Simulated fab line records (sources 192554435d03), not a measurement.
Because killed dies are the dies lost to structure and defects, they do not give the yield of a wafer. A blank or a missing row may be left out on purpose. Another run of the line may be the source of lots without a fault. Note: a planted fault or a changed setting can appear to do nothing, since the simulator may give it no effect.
The same fault as seen by 2 desks :: flow n5 finfet :: each desk holds nothing but its own numbers, with what lay behind them at the end

## AT THE TOOL OWNER'S DESK: pvd sputter-03
The tool's own readings at N5_BEOL_M7_HM_DEP_02 (deposits TiN, target thk 20 nm): means of the sampled wafers that have a number, for each lot that ran on this tool. The brackets show how far a lot's mean lies from the usual mean; more than 4 standard deviations puts the lot out of limits, marked OUT.
Columns: A = throttle valve pct at N5_BEOL_M7_HM_DEP_02, usual 29.8 %
lot: L644
first seen here: day 10 12:34
A: 29.5

lot: L647
first seen here: day 11 05:28
A: 29.6

lot: L650
first seen here: day 11 22:19
A: 29.5

lot: L651
first seen here: day 12 02:03
A: 30.4

lot: L652
first seen here: day 12 06:22
A: 29.5

lot: L653
first seen here: day 12 06:44
A: 29.5
This desk found nothing out of limits on any of the 6 lots.

## AT THE METROLOGY DESK
Means of the sampled wafers that have a number, per lot and without regard to the tool the lot ran on: this is what the gauges read. The brackets show how far a lot's mean lies from the usual mean; more than 4 standard deviations puts the lot out of limits, marked OUT. Of its 12 readings 7 are shown: the one that was out of limits first, and those that lie furthest out on some lot.
Columns: A = DIBL_N at N5_BEOL_M4_RC_MEAS_101, usual 36.9 mV/V; B = IOFF_N at N5_BEOL_M4_RC_MEAS_101, usual 0.17 nA/um; C = IOFF_P at N5_BEOL_M4_RC_MEAS_101, usual 0.22 nA/um; D = SS_P at N5_BEOL_M4_RC_MEAS_101, usual 73.5 mV/dec; E = VT_N at N5_BEOL_M4_RC_MEAS_101, usual 249 mV; F = trench depth nm at N5_BEOL_M7_OCD_MEAS_38, usual 93.8 nm; G = cd nm at N5_BEOL_M7_CD_MEAS_35, usual 39.9 nm
lot: L643
first seen here: day 9 03:10
A: 36.9
B: 0.17
C: 0.26
D: 73.8
E: 249
F: 93.8
G: 40.9

lot: L644
first seen here: day 9 14:09
A: 36.0
B: 0.15
C: 0.20
D: 73.7
E: 251
F: 94.2
G: 40.5

lot: L647
first seen here: day 10 04:57
A: 37.7
B: 0.18
C: 0.24
D: 73.8
E: 248
F: 93.8
G: 39.6

lot: L650
first seen here: day 10 22:04
A: 39.6
B: 0.22
C: 0.22
D: 74.0
E: 244
F: 92.4
G: 40.2

lot: L651
first seen here: day 11 00:10
A: 38.7
B: 0.16
C: 0.18
D: 73.4
E: 250
F: 94.4
G: 40.1

lot: L653
first seen here: day 11 01:46
A: 37.6
B: 0.18
C: 0.24
D: 73.3
E: 248
F: 80.1 (-8.0) OUT
G: 40.2

lot: L652
first seen here: day 11 09:43
A: 34.3
B: 0.13
C: 0.16
D: 72.4
E: 256
F: 85.9 (-4.7) OUT
G: 40.0

lot: L657
first seen here: day 12 15:25
A: 37.2
B: 0.17
C: 0.20
D: 73.1
E: 251
F: 92.1
G: 39.8

lot: L663
first seen here: day 13 22:05
A: 36.1
B: 0.15
C: 0.23
D: 73.3
E: 250
F: 94.6
G: 39.9
This desk's verdict: out of limits on L652, L653, starting with L652 at day 12 10:12 (trench depth nm at N5_BEOL_M7_OCD_MEAS_38). L643, L644, L647, L650, L651, L657, L663: within limits.

## ALL TOGETHER
L652, L653 would have let the metrology desk raise an alarm at day 12 10:12.
The tool owner's desk saw nothing out of limits.
On record at the tool owner's desk: L652, L653, within its limits.
The lots listed all ran N5_BEOL_M7_HM_DEP_02 on pvd sputter-03.

## WHAT THE SIMULATOR PUT IN
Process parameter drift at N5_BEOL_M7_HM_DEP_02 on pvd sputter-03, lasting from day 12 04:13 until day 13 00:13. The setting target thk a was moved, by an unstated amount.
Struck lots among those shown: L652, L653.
Hours from the fault's start to each desk's first reading out of limits: the metrology desk, 6.
